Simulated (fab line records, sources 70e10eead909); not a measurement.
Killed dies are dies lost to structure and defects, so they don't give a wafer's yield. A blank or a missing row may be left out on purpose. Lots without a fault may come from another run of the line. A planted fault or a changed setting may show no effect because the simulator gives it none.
Chamber matching | flow nand_harc | NHARC_A_STAIRCASE_CMP_450 on cmp-02: 4 sister chambers
The step polishes SiO2, target thk 200 nm. 8 wafers are shown with their chamber, then 11 later ones without.

WAFERS WITH THEIR CHAMBER
wafer  | chamber | motor_current_A (A) | slurry_flow_ml_min
L085.3 | 3       | 10.1                | 150.7
L085.5 | 1       | 12.8                | 150.1
L089.1 | 3       | 10.5                | 149.5
L089.3 | 1       | 12.3                | 150.1
L090.2 | 0       | 13.8                | 149.9
L090.3 | 2       | 12.7                | 150.0
L090.6 | 0       | 13.6                | 149.9
L088.4 | 2       | 12.2                | 150.0

WAFERS WITHOUT THEIR CHAMBER
wafer  | motor_current_A (A) | slurry_flow_ml_min
L088.5 | 13.8                | 149.5
L088.6 | 10.1                | 149.4
L092.1 | 13.0                | 150.5
L092.5 | 13.4                | 149.7
L092.6 | 12.7                | 149.6
L095.1 | 10.6                | 150.1
L095.4 | 13.2                | 150.3
L095.5 | 12.6                | 149.9
L096.1 | 10.5                | 149.7
L096.3 | 12.7                | 150.7
L096.4 | 13.8                | 150.2

WHICH CHAMBER EACH WENT THROUGH
wafer  | from the rows above          | in truth
L088.5 | 0                            | 0
L088.6 | 3                            | 3
L092.1 | can't be placed: 1 or 2 or 0 | 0
L092.5 | can't be placed: 0 or 1      | 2
L092.6 | can't be placed: 2 or 1      | 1
L095.1 | 3                            | 3
L095.4 | can't be placed: 0 or 1 or 2 | 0
L095.5 | can't be placed: 1 or 2      | 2
L096.1 | 3                            | 3
L096.3 | can't be placed: 1 or 2      | 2
L096.4 | 0                            | 0
Placed correctly: 5 of 11. Can't be placed from these rows: 6 (the true chamber is among the candidates in 5). Placed wrongly: 0.
How it was worked out, from the rows above alone: a wafer's distance from a chamber is the root of the sum, over the readings, of the square of ((its reading less the chamber's mean) divided by the reading's scatter). The wafer belongs to the nearest chamber; if the next one is less than 2 further off, it can't be placed. A chamber's mean is the mean of its shown wafers. The scatter: the root of (the sum of the squares of (reading less its chamber's mean) over the shown wafers, divided by (wafers less chambers)).
